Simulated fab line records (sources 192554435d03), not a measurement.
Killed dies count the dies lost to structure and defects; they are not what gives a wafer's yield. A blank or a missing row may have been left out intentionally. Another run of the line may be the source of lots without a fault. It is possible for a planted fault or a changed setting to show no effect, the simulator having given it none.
Struck lot and sound lot, side by side || flow n5 finfet || 17 out of 1938 route steps
Sound: wafers L195.3, L195.4, L195.6. Struck: wafers L204.4, L204.6 (left out: L204.5, a lot-mate that was not struck); the cause follows at the end.
Per side, at each step with rows, come the tool, then ch with its chambers, and then its first start. Under that, the readings that differ: sound wafers || struck wafers || difference of the means || sigmas: that difference in standard deviations of wafers without a fault.
alike: words and numbers the same on both sides, and readings whose means are apart by under 2 such deviations; not compared: readings that were withheld, readings missing a value for some wafer, numbers with overlapping values and no deviation given by the record, and bounds like >300 which may hide the same value.
The two part at a step that has a row with sigmas, a row that says differs or no value, or rows on one side only. Non-overlapping numbers with no deviation appear without sigmas and do not part them. A reading that every wafer of one side lacks parts them only if that side has two wafers or more.

N5_BEOL_M5_ALD_86: deposits TaN, pulse time 2 s, purge time 3 s, co reactant purge time 2 s.
  sound on ald metal-01 ch 1,2,3, day 8 16:02; struck on ald metal-02 ch 1, day 11 15:01
  alike: heater power w
  not compared: since wet clean h
then, 4 steps without rows for these wafers: N5_BEOL_M5_SURFACE_TREAT_87; N5_BEOL_M5_CVD_47 (deposits Co from CCTBA/H2, target thk 3 nm, time 216 s); N5_BEOL_M5_SPUTTER_48 (material Cu, target thk 15 nm, time 27.62 s); N5_BEOL_M5_ANNEAL_49 (time 1800 s).
N5_BEOL_M5_SPUTTER_81: material Cu, target thk 15 nm, time 27.62 s.
  sound on pvd sputter-02, day 8 17:40; struck on pvd sputter-03, day 11 16:41
  alike: throttle valve pct
N5_BEOL_M5_ANNEAL_82: time 1800 s.
  sound on pvd sputter-02, day 8 17:45; struck on pvd sputter-03, day 11 16:46
  alike: heater power w
N5_BEOL_M5_SPUTTER_83: material Cu, target thk 15 nm, time 27.62 s.
  sound on pvd sputter-02, day 8 18:45; struck on pvd sputter-03, day 11 17:47
  alike: throttle valve pct
N5_BEOL_M5_ANNEAL_84: time 1800 s.
  sound on pvd sputter-02, day 8 18:50; struck on pvd sputter-03, day 11 17:52
  alike: heater power w
then, 3 steps without rows for these wafers: N5_BEOL_M5_SPUTTER_88 (material Cu, target thk 15 nm, time 27.62 s); N5_BEOL_M5_ANNEAL_89 (time 1800 s); N5_BEOL_M5_SPUTTER_90 (material Cu, target thk 4.5 nm, time 8.29 s).
N5_BEOL_M5_ECD_50: material Cu, target thk 300 nm.
  sound on ecd cu-01 ch 0,1, day 8 21:04; struck on ecd cu-01 ch 0,1, day 11 20:05
{"reading": "model.Cu_of_BEOL_M5_ECD_50.thk nm (nm)", "sound": "302.6 298.6 300.2", "struck": "436.2 432.4", "difference": "+133.8", "sigmas": ""}
then, 1 step without rows for these wafers: N5_BEOL_M5_ANNEAL_51 (time 90 s).
N5_BEOL_M5_CMP_52: polishes, stops on SiCOH lowk, t overpolish 6.9 s, target thk 62 nm.
  sound on cmp-03 ch 1,2, day 8 21:41; struck on cmp-03 ch 3, day 11 20:28
{"reading": "time to endpoint s (s)", "sound": "62 68 59", "struck": "89 87", "difference": "+25", "sigmas": "+7"}
  alike: motor current A
N5_BEOL_M5_THK_MEAS_53: measures by xrf.
  sound on film metro-01, day 8 21:58; struck on film metro-02, day 11 20:46
  alike: M5_THK
-- here the record skips 4 days between the struck wafers' starts before and after, leaving off in module BEOL_M5 and picking up in module PASSIVATION (first step shown: number 1936 of the route) --
N5_PASSIVATION_PROBE_49:
  sound on prober-01, day 12 13:35; struck on prober-02, day 15 20:46
  alike: defect limited yield, killed_at_M0_to_M3, killed_at_M4_up, killed at contacts, killed at front end, killed at other, killed dies, killed on rim, killed open, killed short, sort_bin_4_leakage, sort_bin_5_function, sort_bin_6_memory, sort n pass, sort yield pct

== WHERE THEY PART ==
At N5_BEOL_M5_CMP_52 and nowhere else, as far as this record goes. Later steps at which nothing parts them and some readings are alike: N5_BEOL_M5_THK_MEAS_53, N5_PASSIVATION_PROBE_49.

WHY: what the simulator had put in
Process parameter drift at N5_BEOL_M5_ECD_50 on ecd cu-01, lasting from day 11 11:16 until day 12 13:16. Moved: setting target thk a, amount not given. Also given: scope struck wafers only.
